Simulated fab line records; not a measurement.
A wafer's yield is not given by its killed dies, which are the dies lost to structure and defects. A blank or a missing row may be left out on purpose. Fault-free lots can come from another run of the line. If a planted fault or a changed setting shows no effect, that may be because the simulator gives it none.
Matching of chambers -- flow nand harc -- 4 sister chambers for NHARC_A_STAIRCASE_DESCUM_252 on rie diel-13
The step chemistry O2, time 3 s. 8 wafers are shown with their chamber, then 7 later ones without.

WAFERS, EACH WITH ITS CHAMBER
wafer,chamber,showerhead plenum p Torr (Torr),drypump motor current A (A)
L075.3,0,1.90,6.4
L075.5,0,1.90,6.3
L080.4,3,1.82,5.8
L082.2,3,1.82,5.9
L082.4,2,2.03,6.0
L082.6,1,1.97,5.2
L089.1,2,2.02,6.0
L089.2,1,1.96,5.3

WAFERS MISSING THEIR CHAMBER
wafer,showerhead plenum p Torr (Torr),drypump motor current A (A)
L089.5,2.02,6.0
L091.1,1.81,5.8
L091.3,1.88,6.4
L091.6,2.02,6.0
L095.2,2.01,6.0
L095.4,1.81,5.8
L095.5,1.81,5.8

WHICH CHAMBER EACH ONE RAN IN
wafer,from the rows above,in truth
L089.5,2,2
L091.1,3,3
L091.3,0,0
L091.6,2,2
L095.2,2,2
L095.4,3,3
L095.5,3,3
7 of 7 placed correctly. Left unplaced by these rows: 0. Wrongly placed: 0.
How it was worked out, from the rows above alone: a wafer's distance from a chamber is the root of the sum, over the readings, of the square of ((its reading less the chamber's mean) divided by the reading's scatter). The wafer belongs to the nearest chamber; if the next one is less than 2 further off, it can't be placed. The mean given for a chamber averages the wafers shown for that chamber. How the scatter is found: for the shown wafers, subtract from each reading the mean of its chamber, square and add these, divide the total by (wafers less chambers), then take the root.
